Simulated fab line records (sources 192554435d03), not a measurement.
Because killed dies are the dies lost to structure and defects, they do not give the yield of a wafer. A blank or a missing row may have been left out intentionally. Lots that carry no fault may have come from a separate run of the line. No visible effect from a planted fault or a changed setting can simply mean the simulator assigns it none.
Matching of chambers -- flow n5-finfet -- N5_BEOL_M0_SAQP_ETCH_88 on rie-diel-03 has 4 sister chambers
The step etches underlayer in N2/H2, target depth 6.5 nm, time 5.2 s. 8 wafers are shown with their chamber, then 11 later ones without.

WAFERS PAIRED WITH THEIR CHAMBERS
wafer,chamber,showerhead-plenum-p-Torr (Torr),drypump-motor-current-A (A)
L078.1,0,2.36,5.7
L078.5,0,2.36,5.7
L083.2,1,2.54,5.6
L085.4,2,2.64,5.2
L086.2,1,2.53,5.6
L086.3,3,2.44,5.8
L086.5,3,2.44,5.7
L089.1,2,2.64,5.2

WAFERS WITHOUT THEIR CHAMBER
wafer,showerhead-plenum-p-Torr (Torr),drypump-motor-current-A (A)
L089.3,2.53,5.7
L089.6,2.64,5.2
L092.1,2.53,5.6
L092.3,2.64,5.2
L092.6,2.35,5.7
L093.1,2.53,5.5
L093.3,2.64,5.2
L093.6,2.64,5.2
L094.2,2.35,5.7
L094.3,2.43,5.7
L094.6,2.53,5.6

EACH ONE'S CHAMBER
wafer,from the rows above,in truth
L089.3,1,1
L089.6,2,2
L092.1,1,1
L092.3,2,2
L092.6,0,0
L093.1,1,1
L093.3,2,2
L093.6,2,2
L094.2,0,0
L094.3,3,3
L094.6,1,1
Correct placement for 11 of the 11. Left unplaced by these rows: 0. Number placed wrongly: 0.
How it was worked out, from the rows above alone: a wafer's distance from a chamber is the root of the sum, over the readings, of the square of ((its reading less the chamber's mean) divided by the reading's scatter). The wafer belongs to the nearest chamber; if the next one is less than 2 further off, it can't be placed. The mean given for a chamber averages the wafers shown for that chamber. The scatter: take each reading less its chamber's mean, square it, sum over the shown wafers, divide by the number of wafers less the number of chambers, and take the root.
